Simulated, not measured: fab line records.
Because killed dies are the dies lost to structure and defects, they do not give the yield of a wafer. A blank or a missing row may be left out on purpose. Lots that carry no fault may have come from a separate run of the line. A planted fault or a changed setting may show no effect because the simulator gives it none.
Matching of chambers | flow nand harc | NHARC_A_CHANNEL_FILL_D1_CMP_10 on cmp-01: 4 sister chambers
The step polishes, target thk 150 nm. 8 wafers are shown with their chamber, then 10 later ones without.

## WAFERS WITH THEIR CHAMBER
wafer  | chamber | motor current A (A) | time to endpoint s (s)
L086.1 | 3       | 11.7                | 16
L086.2 | 2       | 11.7                | 13
L086.5 | 0       | 11.4                | 10
L089.1 | 1       | 13.9                | 15
L089.4 | 3       | 11.6                | 14
L089.5 | 0       | 11.7                | 14
L091.2 | 2       | 11.7                | 14
L091.4 | 1       | 14.0                | 13

## WAFERS MISSING THEIR CHAMBER
wafer  | motor current A (A) | time to endpoint s (s)
L091.6 | 11.5                | 15
L092.1 | 11.3                | 17
L092.4 | 11.6                | 15
L092.6 | 10.9                | 12
L094.1 | 11.5                | 16
L094.2 | 14.5                | 17
L094.5 | 14.6                | 17
L097.1 | 11.6                | 17
L097.2 | 13.8                | 17
L097.3 | 11.0                | 14

## EACH ONE'S CHAMBER
wafer  | from the rows above          | in truth
L091.6 | can't be placed: 3 or 0 or 2 | 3
L092.1 | can't be placed: 3 or 0 or 2 | 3
L092.4 | can't be placed: 3 or 2 or 0 | 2
L092.6 | can't be placed: 0 or 3 or 2 | 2
L094.1 | can't be placed: 3 or 2 or 0 | 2
L094.2 | 1                            | 1
L094.5 | 1                            | 1
L097.1 | can't be placed: 3 or 2 or 0 | 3
L097.2 | 1                            | 1
L097.3 | can't be placed: 0 or 3 or 2 | 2
Correctly placed: 3 of 10. Unplaceable from these rows: 7, with the true chamber sitting among the candidates in 7. Placed wrongly: 0.
How it was worked out, from the rows above alone: a wafer's distance from a chamber is the root of the sum, over the readings, of the square of ((its reading less the chamber's mean) divided by the reading's scatter). The wafer belongs to the nearest chamber; if the next one is less than 2 further off, it can't be placed. For every chamber, the mean is computed from those of its wafers that are shown. How the scatter is found: for the shown wafers, subtract from each reading the mean of its chamber, square and add these, divide the total by (wafers less chambers), then take the root.
